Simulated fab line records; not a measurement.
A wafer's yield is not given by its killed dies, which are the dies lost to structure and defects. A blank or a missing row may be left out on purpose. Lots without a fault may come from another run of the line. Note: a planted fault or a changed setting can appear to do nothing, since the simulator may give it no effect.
The tool behind it: which one? -- flow n5 finfet -- Sampling: 10 lots, 30 wafers, 3 of 1938 route steps

## WHAT EACH GAUGE READ, for each wafer
N5_MIM_TOP_LITHO_CD_MEAS_08: target cd 2000 nm.
lot,measured,on,cd nm (nm)
L224,day 12 18:18,cd sem-01,1997.3 1999.5 2000.0
L227,day 14 18:49,cd sem-03,1999.3 1997.4 2000.8
L226,day 14 23:58,cd sem-01,1998.9 1997.6 1999.9
L229,day 16 01:32,cd sem-02,1999.7 1999.7 1999.0
L235,day 17 17:49,cd sem-03,1999.2 2001.7 1996.8
L225,day 17 21:52,cd sem-02,1999.0 1998.9 1999.1
L239,day 18 04:22,cd sem-02,1997.6 1999.2 1999.3
L242,day 19 14:14,cd sem-02,1999.2 1998.8 1998.1
L244,day 19 14:56,cd sem-02,1999.4 2000.8 1999.5
L245,day 19 15:06,cd sem-02,1998.7 1998.2 1997.0

## TOOL THAT RAN EACH LOT (tool first, then ch and the chambers of the sampled wafers, then the start)
lot,N5_BEOL_M8_ETCH_65,N5_MIM_TOP_ALD_00
L224,"rie diel-03 ch 0,1,2, day 10 13:10","ald hk-01 ch 0,1,2, day 12 17:15"
L227,"rie diel-03 ch 0,2, day 12 11:32","ald hk-01 ch 1,2, day 14 17:55"
L226,"rie diel-01 ch 1,2, day 12 16:22","ald hk-02 ch 2,3, day 14 21:21"
L229,"rie diel-01 ch 0,1,2, day 13 10:49","ald hk-03 ch 0,2, day 15 23:52"
L235,"rie diel-01 ch 0,1,3, day 14 23:26","ald hk-03 ch 0,2,3, day 17 16:25"
L225,"rie diel-05 ch 0,1,2, day 15 10:11","ald hk-02 ch 0,1, day 17 20:14"
L239,"rie diel-05 ch 0,1,2, day 15 19:52","ald hk-02 ch 1,2, day 18 03:29"
L242,"rie diel-05 ch 0,1, day 16 18:27","ald hk-03 ch 0,2,3, day 19 10:38"
L244,"rie diel-05 ch 0,1,3, day 16 20:42","ald hk-01 ch 1,2,3, day 19 13:42"
L245,"rie diel-05 ch 0,1,3, day 16 23:36","ald hk-02 ch 1,2, day 19 13:49"
- N5_BEOL_M8_ETCH_65: etches SiARC in CF4, target depth 15.6 nm, time 26 s.
- N5_MIM_TOP_ALD_00: deposits Al2O3, purge time 3 s, co reactant pulse time 3 s.

## THE ANSWER, worked out from the rows above alone
Rule: the usual values come from the lots themselves. The widest of any qualifying gaps counts: lots, ordered by their means at a reading, are off when they make up no more than a third of the lots, leave a main group of 4 or more, and stand apart from it by 3 or more times the standard deviation of that group's means. A main group is skipped when, at the precision printed for the reading in the tables above, its means are all equal. Also off: a lot with no number at a reading for which 4 or more lots have one. Where the step has rows for the other lots, those lots are counted as sound.
None of the lots is off at any reading shown; this tells nothing.

## WHAT THE SIMULATOR PUT IN
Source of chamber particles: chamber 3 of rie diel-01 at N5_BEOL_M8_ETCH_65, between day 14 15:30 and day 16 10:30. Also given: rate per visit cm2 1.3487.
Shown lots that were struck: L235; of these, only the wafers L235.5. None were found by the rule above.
